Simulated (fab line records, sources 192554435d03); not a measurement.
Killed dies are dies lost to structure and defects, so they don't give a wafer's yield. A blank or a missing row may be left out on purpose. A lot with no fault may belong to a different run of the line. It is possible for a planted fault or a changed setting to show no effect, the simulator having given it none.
Which tool is to blame? || flow n5_finfet || Sampling: 24 lots, 72 wafers, 2 of 1938 route steps

WHAT THE GAUGES READ, wafer by wafer
N5_BEOL_M2_INSPECT_13: inspects for defects (brightfield).
{"lot": "L074", "measured": "day 6 10:51", "on": "defect_inspect-02", "raw_defect_count": "431 385 295"}
{"lot": "L075", "measured": "day 6 15:47", "on": "defect_inspect-02", "raw_defect_count": "333 431 387"}
{"lot": "L076", "measured": "day 7 01:14", "on": "defect_inspect-01", "raw_defect_count": "341 406 463"}
{"lot": "L077", "measured": "day 7 07:43", "on": "defect_inspect-01", "raw_defect_count": "595 379 342"}
{"lot": "L078", "measured": "day 7 16:53", "on": "defect_inspect-02", "raw_defect_count": "282 258 359"}
{"lot": "L079", "measured": "day 7 21:10", "on": "defect_inspect-02", "raw_defect_count": "280 329 320"}
{"lot": "L080", "measured": "day 8 03:06", "on": "defect_inspect-01", "raw_defect_count": "325 320 380"}
{"lot": "L081", "measured": "day 8 11:40", "on": "defect_inspect-01", "raw_defect_count": "607 550 563"}
{"lot": "L082", "measured": "day 8 20:37", "on": "defect_inspect-01", "raw_defect_count": "334 308 276"}
{"lot": "L083", "measured": "day 8 22:00", "on": "defect_inspect-02", "raw_defect_count": "283 356 351"}
{"lot": "L084", "measured": "day 9 06:50", "on": "defect_inspect-01", "raw_defect_count": "396 375 314"}
{"lot": "L085", "measured": "day 9 12:16", "on": "defect_inspect-01", "raw_defect_count": "280 536 252"}
{"lot": "L086", "measured": "day 9 18:20", "on": "defect_inspect-02", "raw_defect_count": "516 527 532"}
{"lot": "L087", "measured": "day 9 19:43", "on": "defect_inspect-02", "raw_defect_count": "419 385 417"}
{"lot": "L089", "measured": "day 10 05:08", "on": "defect_inspect-01", "raw_defect_count": "438 610 606"}
{"lot": "L088", "measured": "day 10 07:23", "on": "defect_inspect-02", "raw_defect_count": "425 350 416"}
{"lot": "L090", "measured": "day 10 12:38", "on": "defect_inspect-02", "raw_defect_count": "415 312 338"}
{"lot": "L091", "measured": "day 11 00:08", "on": "defect_inspect-02", "raw_defect_count": "289 350 345"}
{"lot": "L092", "measured": "day 11 04:23", "on": "defect_inspect-01", "raw_defect_count": "274 252 354"}
{"lot": "L093", "measured": "day 11 07:15", "on": "defect_inspect-01", "raw_defect_count": "321 366 362"}
{"lot": "L094", "measured": "day 11 11:15", "on": "defect_inspect-01", "raw_defect_count": "334 224 223"}
{"lot": "L095", "measured": "day 11 12:47", "on": "defect_inspect-01", "raw_defect_count": "404 282 358"}
{"lot": "L096", "measured": "day 12 05:33", "on": "defect_inspect-02", "raw_defect_count": "386 287 285"}
{"lot": "L097", "measured": "day 12 20:14", "on": "defect_inspect-02", "raw_defect_count": "332 636 412"}

WHAT TOOL EACH LOT RAN ON (gives the tool, then ch and the chambers of the sampled wafers, and finally the start)
{"lot": "L074", "N5_BEOL_M1_SPUTTER_96": "pvd_sputter-02, day 6 06:41"}
{"lot": "L075", "N5_BEOL_M1_SPUTTER_96": "pvd_sputter-03, day 6 13:17"}
{"lot": "L076", "N5_BEOL_M1_SPUTTER_96": "pvd_sputter-02, day 6 23:02"}
{"lot": "L077", "N5_BEOL_M1_SPUTTER_96": "pvd_sputter-03, day 7 02:28"}
{"lot": "L078", "N5_BEOL_M1_SPUTTER_96": "pvd_sputter-02, day 7 12:06"}
{"lot": "L079", "N5_BEOL_M1_SPUTTER_96": "pvd_sputter-01, day 7 16:07"}
{"lot": "L080", "N5_BEOL_M1_SPUTTER_96": "pvd_sputter-01, day 7 20:11"}
{"lot": "L081", "N5_BEOL_M1_SPUTTER_96": "pvd_sputter-02, day 8 05:49"}
{"lot": "L082", "N5_BEOL_M1_SPUTTER_96": "pvd_sputter-03, day 8 13:37"}
{"lot": "L083", "N5_BEOL_M1_SPUTTER_96": "pvd_sputter-02, day 8 15:35"}
{"lot": "L084", "N5_BEOL_M1_SPUTTER_96": "pvd_sputter-01, day 9 01:23"}
{"lot": "L085", "N5_BEOL_M1_SPUTTER_96": "pvd_sputter-01, day 9 06:16"}
{"lot": "L086", "N5_BEOL_M1_SPUTTER_96": "pvd_sputter-02, day 9 14:35"}
{"lot": "L087", "N5_BEOL_M1_SPUTTER_96": "pvd_sputter-03, day 9 14:50"}
{"lot": "L089", "N5_BEOL_M1_SPUTTER_96": "pvd_sputter-03, day 10 00:37"}
{"lot": "L088", "N5_BEOL_M1_SPUTTER_96": "pvd_sputter-03, day 10 03:15"}
{"lot": "L090", "N5_BEOL_M1_SPUTTER_96": "pvd_sputter-03, day 10 08:55"}
{"lot": "L091", "N5_BEOL_M1_SPUTTER_96": "pvd_sputter-03, day 10 18:26"}
{"lot": "L092", "N5_BEOL_M1_SPUTTER_96": "pvd_sputter-03, day 11 02:34"}
{"lot": "L093", "N5_BEOL_M1_SPUTTER_96": "pvd_sputter-02, day 11 03:09"}
{"lot": "L094", "N5_BEOL_M1_SPUTTER_96": "pvd_sputter-01, day 11 07:27"}
{"lot": "L095", "N5_BEOL_M1_SPUTTER_96": "pvd_sputter-01, day 11 10:35"}
{"lot": "L096", "N5_BEOL_M1_SPUTTER_96": "pvd_sputter-02, day 12 01:55"}
{"lot": "L097", "N5_BEOL_M1_SPUTTER_96": "pvd_sputter-01, day 12 17:58"}
- N5_BEOL_M1_SPUTTER_96: material Cu, target thk 4.5 nm, time 8.29 s.

AS READ BY THE TOOLS THEMSELVES (means over the sampled wafers that have a number; for cases with no such wafer, the mark the record gives instead)
N5_BEOL_M1_SPUTTER_96.
{"lot": "L074", "tool": "pvd_sputter-02", "chamber_pressure_pa (Pa)": 0.07, "throttle_valve_pct (%)": 30.2}
{"lot": "L075", "tool": "pvd_sputter-03", "chamber_pressure_pa (Pa)": 0.07, "throttle_valve_pct (%)": 29.8}
{"lot": "L076", "tool": "pvd_sputter-02", "chamber_pressure_pa (Pa)": 0.07, "throttle_valve_pct (%)": 30.2}
{"lot": "L077", "tool": "pvd_sputter-03", "chamber_pressure_pa (Pa)": 0.07, "throttle_valve_pct (%)": 29.2}
{"lot": "L078", "tool": "pvd_sputter-02", "chamber_pressure_pa (Pa)": 0.07, "throttle_valve_pct (%)": 29.6}
{"lot": "L079", "tool": "pvd_sputter-01", "chamber_pressure_pa (Pa)": 0.07, "throttle_valve_pct (%)": 29.8}
{"lot": "L080", "tool": "pvd_sputter-01", "chamber_pressure_pa (Pa)": 0.07, "throttle_valve_pct (%)": 30.1}
{"lot": "L081", "tool": "pvd_sputter-02", "chamber_pressure_pa (Pa)": 0.07, "throttle_valve_pct (%)": 29.7}
{"lot": "L082", "tool": "pvd_sputter-03", "chamber_pressure_pa (Pa)": 0.07, "throttle_valve_pct (%)": 29.2}
{"lot": "L083", "tool": "pvd_sputter-02", "chamber_pressure_pa (Pa)": 0.07, "throttle_valve_pct (%)": 30.0}
{"lot": "L084", "tool": "pvd_sputter-01", "chamber_pressure_pa (Pa)": 0.07, "throttle_valve_pct (%)": 29.7}
{"lot": "L085", "tool": "pvd_sputter-01", "chamber_pressure_pa (Pa)": 0.07, "throttle_valve_pct (%)": 30.1}
{"lot": "L086", "tool": "pvd_sputter-02", "chamber_pressure_pa (Pa)": 0.07, "throttle_valve_pct (%)": 29.7}
{"lot": "L087", "tool": "pvd_sputter-03", "chamber_pressure_pa (Pa)": 0.07, "throttle_valve_pct (%)": 30.0}
{"lot": "L089", "tool": "pvd_sputter-03", "chamber_pressure_pa (Pa)": 0.07, "throttle_valve_pct (%)": 29.8}
{"lot": "L088", "tool": "pvd_sputter-03", "chamber_pressure_pa (Pa)": 0.07, "throttle_valve_pct (%)": 29.3}
{"lot": "L090", "tool": "pvd_sputter-03", "chamber_pressure_pa (Pa)": 0.07, "throttle_valve_pct (%)": 29.8}
{"lot": "L091", "tool": "pvd_sputter-03", "chamber_pressure_pa (Pa)": 0.07, "throttle_valve_pct (%)": 30.1}
{"lot": "L092", "tool": "pvd_sputter-03", "chamber_pressure_pa (Pa)": 0.07, "throttle_valve_pct (%)": 29.6}
{"lot": "L093", "tool": "pvd_sputter-02", "chamber_pressure_pa (Pa)": 0.07, "throttle_valve_pct (%)": 30.3}
{"lot": "L094", "tool": "pvd_sputter-01", "chamber_pressure_pa (Pa)": 0.07, "throttle_valve_pct (%)": 29.7}
{"lot": "L095", "tool": "pvd_sputter-01", "chamber_pressure_pa (Pa)": 0.07, "throttle_valve_pct (%)": 29.5}
{"lot": "L096", "tool": "pvd_sputter-02", "chamber_pressure_pa (Pa)": 0.07, "throttle_valve_pct (%)": 30.3}
{"lot": "L097", "tool": "pvd_sputter-01", "chamber_pressure_pa (Pa)": 0.07, "throttle_valve_pct (%)": 29.7}

THE ANSWER, worked out from the rows above alone
Rule: what is usual is taken from the lots themselves. The widest of any qualifying gaps counts: lots, ordered by their means at a reading, are off when they make up no more than a third of the lots, leave a main group of 4 or more, and stand apart from it by 3 or more times the standard deviation of that group's means. A main group is skipped when, at the precision printed for the reading in the tables above, its means are all equal. Also off: a lot with no number at a reading for which 4 or more lots have one. The other lots that the step has rows for count as sound. The gauges are gone through in route order, then the tools' own readings, and for those a lot's mean is taken as printed above. The first step at which some lot is off is used, and at that step the reading that is off furthest; a lot without a number counts as furthest.
Across all readings shown, no lot is off: no conclusion can be drawn from this.

WHAT HAD BEEN PUT IN BY THE SIMULATOR
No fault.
